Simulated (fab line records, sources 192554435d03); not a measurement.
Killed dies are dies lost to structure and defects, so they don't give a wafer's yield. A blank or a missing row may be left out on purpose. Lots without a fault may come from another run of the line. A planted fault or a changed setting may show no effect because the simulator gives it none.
Which tool did it? | flow n5_finfet | 11 lots, 32 wafers sampled, at 2 steps of a route of 1938

WHAT THE GAUGES READ, wafer by wafer
N5_BEOL_M8_CD_MEAS_35: target cd 40 nm. Usual: cd_nm 40.1 nm, standard deviation 0.61.
lot  | measured     | on        | cd_nm (nm)     | flag
L355 | day 9 17:32  | cd_sem-02 | 40.1 39.7 40.3 |
L357 | day 11 05:08 | cd_sem-02 | 39.3 40.5 39.8 |
L358 | day 11 10:28 | cd_sem-02 | 41.0 40.8 41.1 |
L359 | day 12 02:25 | cd_sem-02 | 38.9 38.7 40.8 |
L363 | day 12 12:13 | cd_sem-01 | 40.7 39.3      |
L375 | day 15 13:10 | cd_sem-03 | 40.4 40.8 39.5 |
L374 | day 15 20:55 | cd_sem-01 | 40.0 40.4 40.0 |
L371 | day 15 23:03 | cd_sem-01 | 39.9 39.7 39.7 |
L376 | day 15 23:29 | cd_sem-03 | 39.4 39.4 39.8 |
L377 | day 16 07:56 | cd_sem-01 | 39.9 40.0 39.2 |
L378 | day 16 17:47 | cd_sem-03 | 41.0 40.5 39.8 |

WHICH TOOL RAN EACH LOT (tool, then ch and the chambers of the sampled wafers, then the start)
lot  | N5_BEOL_M8_STRIP_80
L355 | rie_diel-03 ch 0,1,2, day 9 17:32 or earlier
L357 | rie_diel-03 ch 1,2,3, day 11 05:08 or earlier
L358 | rie_diel-05 ch 2,3, day 11 10:28 or earlier
L359 | rie_diel-04 ch 2,3, day 12 02:25 or earlier
L363 | rie_diel-04 ch 0,3, day 12 12:13 or earlier
L375 | rie_diel-03 ch 1,2,3, day 15 13:10 or earlier
L374 | rie_diel-04 ch 0,2,3, day 15 20:55 or earlier
L371 | rie_diel-05 ch 0,1,2, day 15 23:03 or earlier
L376 | rie_diel-05 ch 0,3, day 15 23:29 or earlier
L377 | rie_diel-03 ch 1,2,3, day 16 07:56 or earlier
L378 | rie_diel-03 ch 1,3, day 16 17:47 or earlier
- N5_BEOL_M8_STRIP_80: strips in N2/H2, time 10 s.

WHAT THE TOOLS THEMSELVES READ (means of the sampled wafers that have a number; where no wafer has one, the mark that the record gives instead)
N5_BEOL_M8_STRIP_80. Usual: drypump_motor_current_A 5.7 A, standard deviation 0.37; n2_flow_sccm 199.9 sccm, standard deviation 0.62; oes_product_au 0.82 a.u., standard deviation 0.087; rf_vpp_V 59.0 V, standard deviation 0.84; showerhead_plenum_p_Torr 2.51 Torr, standard deviation 0.11; throttle_valve_pct 23.7 %, standard deviation 0.31.
lot  | tool        | drypump_motor_current_A (A) | n2_flow_sccm (sccm) | oes_product_au (a.u.) | rf_vpp_V (V) | showerhead_plenum_p_Torr (Torr) | throttle_valve_pct (%) | flag
L355 | rie_diel-03 | 5.7                         | 200.0               | 0.80                  | 58.3         | 2.48                            | 23.6                   |
L357 | rie_diel-03 | 5.6                         | 200.0               | 0.85                  | 58.5         | 2.56                            | 23.4                   |
L358 | rie_diel-05 | 5.5                         | 200.0               | 0.76                  | 59.3         | 2.45                            | 24.1                   |
L359 | rie_diel-04 | 6.3                         | 199.3               | 0.94                  | 58.8         | 2.49                            | 23.7                   |
L363 | rie_diel-04 | 6.3                         | 200.0               | 0.91                  | 59.9         | 2.59                            | 24.0                   |
L375 | rie_diel-03 | 5.6                         | 199.3               | 0.79                  | 59.0         | 2.55                            | 23.5                   |
L374 | rie_diel-04 | 6.2                         | 199.6               | 0.83                  | 58.9         | 2.54                            | 23.9                   |
L371 | rie_diel-05 | 5.6                         | 200.3               | 0.80                  | 58.8         | 2.45                            | 24.0                   |
L376 | rie_diel-05 | 5.1                         | 200.4               | 0.83                  | 58.8         | 2.61                            | 23.8                   |
L377 | rie_diel-03 | 5.6                         | 200.0               | 0.79                  | 58.5         | 2.54                            | 23.5                   |
L378 | rie_diel-03 | 5.7                         | 199.8               | 0.85                  | 58.7         | 2.57                            | 23.5                   |

THE ANSWER, worked out from the rows above alone
Rule: a lot is off if the mean of its wafers that have a number lies more than 3 standard deviations from the usual mean. A lot without any number at a reading at which 4 lots or more have one is off too. The other lots that the step has rows for count as sound. The gauges are gone through in route order, then the tools' own readings, and for those a lot's mean is taken as printed above. The first step at which some lot is off is used, and at that step the reading that is off furthest; a lot without a number counts as furthest.
No lot is off at any reading shown: from this, nothing can be told.

WHAT THE SIMULATOR HAD PUT IN
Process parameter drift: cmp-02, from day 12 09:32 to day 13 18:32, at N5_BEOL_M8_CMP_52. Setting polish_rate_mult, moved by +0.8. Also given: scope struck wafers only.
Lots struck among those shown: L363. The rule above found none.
